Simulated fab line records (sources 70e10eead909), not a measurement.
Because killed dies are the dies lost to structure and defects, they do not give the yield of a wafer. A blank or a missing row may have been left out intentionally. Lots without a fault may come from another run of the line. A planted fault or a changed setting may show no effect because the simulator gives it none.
Comparing a struck lot with a sound one || flow nand harc || 14 steps out of a route of 1302
Sound: these wafers, L485.1, L485.3, L485.4. The struck wafers were L503.2, L503.3, L503.6. The cause comes at the end.
For every step that has rows: the tool of each side, followed by ch and its chambers, followed by its first start. Under that, the readings that differ: sound wafers || struck wafers || difference of the means || sigmas: that difference in standard deviations of wafers without a fault.
alike: words and numbers the same on both sides, and readings whose means are apart by under 2 such deviations; not compared: readings that were withheld, readings missing a value for some wafer, numbers with overlapping values and no deviation given by the record, and bounds like >300 which may hide the same value.
A row with sigmas, a row that says differs or no value, or rows on one side alone: a step with any of these is where the two part. Numbers that have no deviation but don't overlap get no sigmas and don't part them. A reading that every wafer of one side lacks parts them only if that side has two wafers or more.

NHARC_A_ONON_D2_THK_MEAS_14: measures by ellipsometry.
  sound: film metro-01 at day 13 10:13; struck: film metro-02 at day 21 05:42
  alike: thk nm
then, 2 steps without rows for these wafers: NHARC_A_ONON_D2_ANNEAL_15 (time 3600 s); NHARC_A_ONON_D2_DEP_16 (target thk 1000 nm).
NHARC_A_ONON_D2_THK_MEAS_18: measures by ellipsometry.
  sound: film metro-02 at day 13 17:35; struck: film metro-01 at day 21 13:26
  alike: thk nm
then, 1 step without rows for these wafers: NHARC_A_ONON_D2_DEP_19 (target thk 1000 nm).
NHARC_A_ONON_D2_THK_MEAS_21: measures by ellipsometry.
  sound: film metro-01 at day 13 18:09; struck: film metro-01 at day 21 14:00
  alike: thk nm
then, 1 step without rows for these wafers: NHARC_A_ONON_D2_DEP_22 (target thk 1000 nm).
NHARC_A_ONON_D2_THK_MEAS_24: measures by ellipsometry.
  sound: film metro-02 at day 13 18:43; struck: film metro-02 at day 21 14:34
  alike: thk nm
then, 1 step without rows for these wafers: NHARC_A_ONON_D2_DEP_25 (target thk 1000 nm).
NHARC_A_ONON_D2_THK_MEAS_27: measures by ellipsometry.
  sound: film metro-01 at day 13 19:17; struck: film metro-02 at day 21 15:08
{"reading": "thk nm (nm)", "sound": "971 970 971", "struck": "1007 1008 1008", "difference": "+37", "sigmas": "+4"}
then, 1 step without rows for these wafers: NHARC_A_ONON_D2_DEP_28 (target thk 1000 nm).
NHARC_A_ONON_D2_THK_MEAS_30: measures by ellipsometry.
  sound: film metro-01 at day 13 19:51; struck: film metro-02 at day 21 15:42
  alike: thk nm
NHARC_A_ONON_D2_DEP_33: deposits SiO2, target thk 200 nm.
  sound on pecvd-03 ch 0,2, day 13 19:58; struck on pecvd-03 ch 1,2, day 21 15:45
{"reading": "rf fwd power W (W)", "sound": "897.7 895.6 896.0", "struck": "1260.4 1259.5 1252.3", "difference": "+361.0", "sigmas": "+99 or more"}
{"reading": "showerhead vpp V (V)", "sound": "1843 1731 1753", "struck": "1932 2034 2027", "difference": "+222", "sigmas": "+3"}
  alike: heater power w, throttle valve pct
  not compared: since wet clean h
NHARC_A_ONON_D2_THK_MEAS_34: measures by ellipsometry.
  sound: film metro-02 at day 13 20:19; struck: film metro-01 at day 21 16:10
{"reading": "thk nm (nm)", "sound": "196.4 198.7 201.9", "struck": "221.8 219.9 225.0", "difference": "+23.2", "sigmas": "+8"}

== WHERE THEY PART ==
First at NHARC_A_ONON_D2_THK_MEAS_27; last, within this record, at NHARC_A_ONON_D2_THK_MEAS_34.

WHY: what the simulator had put in
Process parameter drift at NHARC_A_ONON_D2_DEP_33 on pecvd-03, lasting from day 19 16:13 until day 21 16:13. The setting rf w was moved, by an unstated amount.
